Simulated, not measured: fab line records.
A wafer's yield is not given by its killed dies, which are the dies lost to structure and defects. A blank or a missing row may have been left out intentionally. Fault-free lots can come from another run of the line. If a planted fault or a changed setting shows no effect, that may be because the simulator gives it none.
What tool caused it?    flow n5-finfet    Sampling: 24 lots, 72 wafers, 6 of 1938 route steps

## WHAT EACH GAUGE READ, for each wafer
Not one reading of a measure or inspect step in the record can be checked against a usual standard deviation.

## WHICH TOOL RAN EACH LOT (tool, then ch and the chambers of the sampled wafers, then the start)
lot   N5_BEOL_M13_DEGAS_41          N5_BEOL_M14_ETCH_59                 N5_BEOL_M15_ILD_DEP_00           N5_BEOL_M15_TRENCH_ETCH_34          N5_BEOL_M15_ANNEAL_48             N5_MIM_TOP_ALD_02
L074  pvd-sputter-01, day 10 11:39  rie-diel-01 ch 0,1,3, day 10 14:12  pecvd-03 ch 1,2, day 10 18:16    rie-diel-03 ch 0,2,3, day 10 21:05  rtp-anneal-01 ch 0, day 10 23:23  ald-hk-01 ch 0,3, no start
L075  pvd-sputter-02, day 11 06:19  rie-diel-01 ch 1,2, day 11 08:14    pecvd-03 ch 0,1, day 11 14:07    rie-diel-03 ch 1,3, day 11 16:35    rtp-anneal-01 ch 0, day 11 19:31  ald-hk-01 ch 1,2,3, no start
L077  pvd-sputter-03, day 11 08:01  rie-diel-05 ch 1,2, day 11 09:56    pecvd-01 ch 0,1,2, day 11 14:31  rie-diel-06 ch 1,2, day 11 17:03    rtp-anneal-02 ch 0, day 11 21:46  ald-hk-02 ch 0,3, no start
L078  pvd-sputter-03, day 11 08:30  rie-diel-05 ch 1,2, day 11 10:34    pecvd-04 ch 1,2, day 11 14:21    rie-diel-06 ch 1,2,3, day 11 16:49  rtp-anneal-02 ch 0, day 11 21:29  ald-hk-01 ch 1,2,3, no start
L076  pvd-sputter-02, day 11 08:56  rie-diel-05 ch 0,3, day 11 10:59    pecvd-03 ch 0,2, day 11 14:47    rie-diel-06 ch 2,3, day 11 17:23    rtp-anneal-01 ch 0, day 11 23:17  ald-hk-03 ch 1,2, no start
L079  pvd-sputter-01, day 11 22:26  rie-diel-01 ch 0,1, day 12 02:43    pecvd-03 ch 0,2, day 12 05:58    rie-diel-02 ch 1,3, day 12 09:26    rtp-anneal-01 ch 0, day 12 11:47  ald-hk-01 ch 0,2, no start
L080  pvd-sputter-01, day 12 10:31  rie-diel-01 ch 0,2,3, day 12 13:46  pecvd-04 ch 0,1,2, day 12 20:02  rie-diel-03 ch 0,1,3, day 12 22:35  rtp-anneal-01 ch 0, day 13 03:32  ald-hk-03 ch 1,2, no start
L082  pvd-sputter-02, day 12 11:14  rie-diel-05 ch 0,2,3, day 12 13:48  pecvd-01 ch 1,2, day 12 20:13    rie-diel-02 ch 0,2,3, day 12 22:41  rtp-anneal-02 ch 0, day 13 03:25  ald-hk-02 ch 1,2,3, no start
L081  pvd-sputter-02, day 12 16:47  rie-diel-04 ch 0,2,3, day 12 19:23  pecvd-03 ch 0,1,2, day 13 00:09  rie-diel-03 ch 1,2,3, day 13 02:37  rtp-anneal-02 ch 0, day 13 04:35  ald-hk-01 ch 0,2,3, no start
L083  pvd-sputter-03, day 12 21:34  rie-diel-04 ch 0,2, day 12 23:37    pecvd-04 ch 0,1, day 13 03:56    rie-diel-06 ch 0,3, day 13 06:24    rtp-anneal-01 ch 0, day 13 10:00  ald-hk-01 ch 0,1,3, no start
L085  pvd-sputter-02, day 13 13:35  rie-diel-05 ch 0,1,2, day 13 15:45  pecvd-01 ch 1,2, day 13 20:29    rie-diel-06 ch 1,2,3, day 13 22:49  rtp-anneal-02 ch 0, day 14 01:11  ald-hk-03 ch 0,3, no start
L084  pvd-sputter-03, day 13 16:38  rie-diel-05 ch 1,2, day 13 19:12    pecvd-04 ch 0,1, day 13 22:37    rie-diel-03 ch 0,1,2, day 14 01:02  rtp-anneal-01 ch 0, day 14 02:49  ald-hk-01 ch 0,2, no start
L087  pvd-sputter-03, day 13 21:53  rie-diel-05 ch 0,2, day 14 00:04    pecvd-01 ch 0,2, day 14 03:52    rie-diel-06 ch 0,2,3, day 14 06:32  rtp-anneal-02 ch 0, day 14 12:32  ald-hk-03 ch 0,1,2, no start
L086  pvd-sputter-01, day 14 10:04  rie-diel-01 ch 0,1,2, day 14 12:02  pecvd-04 ch 0,1,2, day 14 18:00  rie-diel-06 ch 0,1,3, day 14 20:47  rtp-anneal-01 ch 0, day 15 00:22  ald-hk-02 ch 1,2,3, no start
L089  pvd-sputter-03, day 14 10:14  rie-diel-04 ch 0,2, day 14 12:25    pecvd-04 ch 1,2, day 14 18:34    rie-diel-06 ch 0,3, day 14 22:17    rtp-anneal-01 ch 0, day 15 03:05  ald-hk-02 ch 1,2,3, no start
L090  pvd-sputter-02, day 14 10:28  rie-diel-04 ch 0,1,2, day 14 14:12  pecvd-04 ch 0,2, day 14 19:24    rie-diel-06 ch 0,3, day 14 22:32    rtp-anneal-01 ch 0, day 15 03:29  ald-hk-03 ch 0,1,2, no start
L088  pvd-sputter-02, day 14 11:23  rie-diel-04 ch 0,1,2, day 14 14:33  pecvd-03 ch 0,1,2, day 14 20:33  rie-diel-06 ch 0,1,3, day 15 00:45  rtp-anneal-02 ch 0, day 15 03:47  ald-hk-01 ch 0,1,2, no start
L091  pvd-sputter-03, day 15 03:50  rie-diel-04 ch 1,2, day 15 05:47    pecvd-03 ch 0,2, day 15 11:01    rie-diel-06 ch 0,1,2, day 15 13:20  rtp-anneal-02 ch 0, day 15 18:01  ald-hk-03 ch 0,1,3, no start
L092  pvd-sputter-01, day 15 07:03  rie-diel-01 ch 0,3, day 15 09:22    pecvd-01 ch 0,1,2, day 15 16:48  rie-diel-06 ch 0,1,2, day 15 19:29  rtp-anneal-01 ch 0, day 15 21:13  ald-hk-01 ch 1,2,3, no start
L094  pvd-sputter-01, day 15 15:20  rie-diel-05 ch 1,2, day 15 17:16    pecvd-01 ch 0,2, day 15 21:24    rie-diel-02 ch 2,3, day 15 23:43    rtp-anneal-01 ch 0, day 16 01:52  ald-hk-01 ch 2,3, no start
L093  pvd-sputter-02, day 15 20:35  rie-diel-01 ch 0,2,3, day 15 22:56  pecvd-04 ch 0,1, day 16 03:46    rie-diel-06 ch 0,1,2, day 16 06:12  rtp-anneal-02 ch 0, day 16 07:56  ald-hk-01 ch 2,3, no start
L095  pvd-sputter-02, day 16 01:02  rie-diel-05 ch 0,1,3, day 16 03:08  pecvd-01 ch 0,1, day 16 10:22    rie-diel-06 ch 0,2, day 16 12:32    rtp-anneal-01 ch 0, day 16 15:01  ald-hk-01 ch 0,2,3, no start
L096  pvd-sputter-02, day 16 01:22  rie-diel-01 ch 0,1,3, day 16 04:13  pecvd-03 ch 1,2, day 16 11:14    rie-diel-06 ch 0,1,3, day 16 13:33  rtp-anneal-01 ch 0, day 16 15:27  ald-hk-02 ch 0,2,3, no start
L097  pvd-sputter-02, day 16 21:34  rie-diel-05 ch 0,2, day 16 23:45    pecvd-03 ch 0,2, day 17 03:23    rie-diel-03 ch 0,1,2, day 17 07:29  rtp-anneal-02 ch 0, day 17 11:02  ald-hk-03 ch 0,1,3, no start
- N5_BEOL_M13_DEGAS_41: time 60 s.
- N5_BEOL_M14_ETCH_59: etches BARC in N2/H2, target depth 89 nm, overetch 26.7 nm, time 67.9 s.
- N5_BEOL_M15_ILD_DEP_00: deposits SiO2 from TEOS/O2, target thk 1629.3 nm, time 346.1 s.
- N5_BEOL_M15_TRENCH_ETCH_34: etches SiO2 in C4F8/O2/Ar, target depth 872.93 nm, time 199 s.
- N5_BEOL_M15_ANNEAL_48: time 90 s.
- N5_MIM_TOP_ALD_02: deposits Al2O3, purge time 3 s, co reactant pulse time 3 s.

## WHAT THE TOOLS THEMSELVES READ (means of the sampled wafers that have a number; where no wafer has one, the mark that the record gives instead)
N5_BEOL_M13_DEGAS_41.
lot   tool            heater-power-w (W)
L074  pvd-sputter-01  360
L075  pvd-sputter-02  285
L077  pvd-sputter-03  336
L078  pvd-sputter-03  340
L076  pvd-sputter-02  270
L079  pvd-sputter-01  338
L080  pvd-sputter-01  361
L082  pvd-sputter-02  323
L081  pvd-sputter-02  288
L083  pvd-sputter-03  320
L085  pvd-sputter-02  311
L084  pvd-sputter-03  344
L087  pvd-sputter-03  324
L086  pvd-sputter-01  359
L089  pvd-sputter-03  325
L090  pvd-sputter-02  294
L088  pvd-sputter-02  292
L091  pvd-sputter-03  325
L092  pvd-sputter-01  345
L094  pvd-sputter-01  330
L093  pvd-sputter-02  295
L095  pvd-sputter-02  267
L096  pvd-sputter-02  266
L097  pvd-sputter-02  295

N5_BEOL_M14_ETCH_59.
lot   tool         drypump-motor-current-A (A)  oes-product-au (a.u.)  rf-fwd-power-W (W)  rf-vpp-V (V)  showerhead-plenum-p-Torr (Torr)  throttle-valve-pct (%)
L074  rie-diel-01  5.7                          0.68                   832.6               522.9         2.52                             18.1
L075  rie-diel-01  6.6                          0.68                   831.1               524.0         2.55                             18.2
L077  rie-diel-05  6.4                          0.74                   833.5               524.7         2.58                             17.6
L078  rie-diel-05  6.4                          0.73                   833.4               525.0         2.58                             17.6
L076  rie-diel-05  5.6                          0.67                   830.5               523.2         2.52                             17.7
L079  rie-diel-01  5.9                          0.72                   833.5               524.7         2.57                             18.2
L080  rie-diel-01  5.7                          0.64                   837.2               522.6         2.49                             18.0
L082  rie-diel-05  5.9                          0.65                   831.9               523.7         2.54                             17.8
L081  rie-diel-04  6.0                          0.71                   832.9               527.5         2.64                             17.5
L083  rie-diel-04  6.3                          0.77                   831.5               526.5         2.67                             17.3
L085  rie-diel-05  6.2                          0.68                   833.0               522.6         2.52                             17.7
L084  rie-diel-05  6.4                          0.71                   834.6               524.5         2.57                             17.6
L087  rie-diel-05  5.9                          0.66                   832.7               521.5         2.47                             17.7
L086  rie-diel-01  6.2                          0.66                   832.1               523.4         2.54                             18.1
L089  rie-diel-04  6.0                          0.73                   830.7               526.3         2.63                             17.4
L090  rie-diel-04  6.0                          0.71                   831.2               526.1         2.61                             17.7
L088  rie-diel-04  6.0                          0.71                   831.9               525.2         2.61                             17.7
L091  rie-diel-04  5.7                          0.64                   832.5               524.3         2.54                             18.0
L092  rie-diel-01  5.2                          0.76                   835.1               527.2         2.66                             17.7
L094  rie-diel-05  6.4                          0.69                   834.3               524.3         2.56                             17.6
L093  rie-diel-01  5.7                          0.76                   832.7               525.0         2.59                             17.7
L095  rie-diel-05  5.8                          0.67                   835.3               524.3         2.55                             17.7
L096  rie-diel-01  5.7                          0.72                   831.3               526.1         2.60                             18.0
L097  rie-diel-05  6.3                          0.62                   832.8               522.7         2.48                             17.8

N5_BEOL_M15_ILD_DEP_00.
lot   tool      heater-power-w (W)  rf-fwd-power-W (W)  showerhead-plenum-p-Torr (Torr)  throttle-valve-pct (%)
L074  pecvd-03  507                 902.5               8.33                             18.4
L075  pecvd-03  501                 901.6               8.34                             18.6
L077  pecvd-01  602                 899.9               8.31                             17.9
L078  pecvd-04  631                 898.9               8.32                             18.4
L076  pecvd-03  520                 899.8               8.34                             18.2
L079  pecvd-03  484                 898.9               8.33                             18.0
L080  pecvd-04  660                 897.5               8.37                             18.8
L082  pecvd-01  553                 897.8               8.31                             17.5
L081  pecvd-03  468                 899.7               8.34                             18.2
L083  pecvd-04  704                 895.9               8.38                             19.1
L085  pecvd-01  477                 896.6               8.31                             17.7
L084  pecvd-04  649                 897.8               8.40                             19.2
L087  pecvd-01  592                 899.4               8.34                             18.2
L086  pecvd-04  626                 897.2               8.36                             19.0
L089  pecvd-04  686                 896.1               8.33                             18.7
L090  pecvd-04  659                 898.3               8.35                             19.2
L088  pecvd-03  473                 897.7               8.34                             18.2
L091  pecvd-03  475                 898.3               8.34                             18.1
L092  pecvd-01  539                 897.5               8.34                             18.1
L094  pecvd-01  555                 899.7               8.35                             18.1
L093  pecvd-04  628                 894.8               8.40                             19.5
L095  pecvd-01  515                 898.2               8.37                             18.3
L096  pecvd-03  511                 896.6               8.34                             18.5
L097  pecvd-03  451                 898.4               8.36                             18.1

N5_BEOL_M15_TRENCH_ETCH_34.
lot   tool         drypump-motor-current-A (A)  he-outer-torr (Torr)  oes-product-au (a.u.)  rf-fwd-power-W (W)  rf-vpp-V (V)  showerhead-plenum-p-Torr (Torr)  throttle-valve-pct (%)
L074  rie-diel-03  5.7                          29.99                 0.84                   1897                2242          3.35                             30.97
L075  rie-diel-03  5.6                          30.00                 0.85                   1900                2245          3.45                             31.09
L077  rie-diel-06  5.8                          30.04                 0.87                   1898                2222          3.50                             30.82
L078  rie-diel-06  5.8                          30.00                 0.84                   1895                2220          3.53                             30.77
L076  rie-diel-06  5.7                          29.97                 0.82                   1898                2218          3.56                             30.76
L079  rie-diel-02  6.0                          29.95                 0.78                   1900                2249          3.58                             30.62
L080  rie-diel-03  6.0                          30.04                 0.82                   1897                2244          3.43                             31.05
L082  rie-diel-02  5.9                          30.00                 0.80                   1901                2231          3.51                             30.94
L081  rie-diel-03  5.6                          29.97                 0.78                   1898                2232          3.41                             31.06
L083  rie-diel-06  6.0                          29.95                 0.89                   1898                2194          3.45                             30.78
L085  rie-diel-06  5.7                          29.98                 0.82                   1891                2219          3.52                             30.79
L084  rie-diel-03  6.0                          30.00                 0.75                   1897                2232          3.40                             31.01
L087  rie-diel-06  5.7                          29.99                 0.84                   1899                2215          3.48                             30.82
L086  rie-diel-06  6.0                          30.00                 0.85                   1907                2198          3.48                             30.76
L089  rie-diel-06  5.9                          29.96                 0.83                   1900                2196          3.51                             30.73
L090  rie-diel-06  5.9                          29.98                 0.82                   1895                2196          3.51                             30.74
L088  rie-diel-06  6.0                          30.05                 0.84                   1900                2197          3.48                             30.76
L091  rie-diel-06  5.8                          30.06                 0.85                   1896                2216          3.44                             30.87
L092  rie-diel-06  5.7                          30.00                 0.85                   1893                2217          3.44                             30.87
L094  rie-diel-02  6.0                          30.01                 0.75                   1899                2219          3.39                             31.20
L093  rie-diel-06  5.8                          30.05                 0.84                   1901                2215          3.44                             30.86
L095  rie-diel-06  5.7                          30.02                 0.86                   1900                2211          3.40                             30.91
L096  rie-diel-06  6.0                          29.97                 0.82                   1900                2196          3.48                             30.77
L097  rie-diel-03  6.0                          29.93                 0.73                   1893                2229          3.38                             31.04

N5_BEOL_M15_ANNEAL_48.
lot   tool           wafer_temp_C_max
L074  rtp-anneal-01  225.43
L075  rtp-anneal-01  225.73
L077  rtp-anneal-02  225.93
L078  rtp-anneal-02  225.74
L076  rtp-anneal-01  225.64
L079  rtp-anneal-01  225.47
L080  rtp-anneal-01  225.29
L082  rtp-anneal-02  225.94
L081  rtp-anneal-02  225.80
L083  rtp-anneal-01  225.50
L085  rtp-anneal-02  225.96
L084  rtp-anneal-01  225.48
L087  rtp-anneal-02  226.08
L086  rtp-anneal-01  225.50
L089  rtp-anneal-01  225.58
L090  rtp-anneal-01  225.61
L088  rtp-anneal-02  225.75
L091  rtp-anneal-02  226.11
L092  rtp-anneal-01  225.61
L094  rtp-anneal-01  225.36
L093  rtp-anneal-02  225.88
L095  rtp-anneal-01  225.60
L096  rtp-anneal-01  225.69
L097  rtp-anneal-02  226.23

N5_MIM_TOP_ALD_02.
lot   tool       precursor-pulse-height-rel
L074  ald-hk-01  1.005
L075  ald-hk-01  0.990
L077  ald-hk-02  1.003
L078  ald-hk-01  1.008
L076  ald-hk-03  1.028
L079  ald-hk-01  0.997
L080  ald-hk-03  1.020
L082  ald-hk-02  0.993
L081  ald-hk-01  0.997
L083  ald-hk-01  1.007
L085  ald-hk-03  0.998
L084  ald-hk-01  0.992
L087  ald-hk-03  1.012
L086  ald-hk-02  1.012
L089  ald-hk-02  0.994
L090  ald-hk-03  0.983
L088  ald-hk-01  1.008
L091  ald-hk-03  0.998
L092  ald-hk-01  0.997
L094  ald-hk-01  1.015
L093  ald-hk-01  0.974
L095  ald-hk-01  0.984
L096  ald-hk-02  1.013
L097  ald-hk-03  1.004

## THE ANSWER, worked out from the rows above alone
Rule: what is usual is taken from the lots themselves. The widest of any qualifying gaps counts: lots, ordered by their means at a reading, are off when they make up no more than a third of the lots, leave a main group of 4 or more, and stand apart from it by 3 or more times the standard deviation of that group's means. A main group is skipped when, at the precision printed for the reading in the tables above, its means are all equal. Also off: a lot with no number at a reading for which 4 or more lots have one. Any other lot the step has rows for is counted as sound. Order of review: gauges by route order, followed by the tools' own readings, for which a lot's mean as printed above is used. The first step at which some lot is off is used, and at that step the reading that is off furthest; a lot without a number counts as furthest.
None of the lots is off at any reading shown; this tells nothing.

## WHAT THE SIMULATOR PUT IN
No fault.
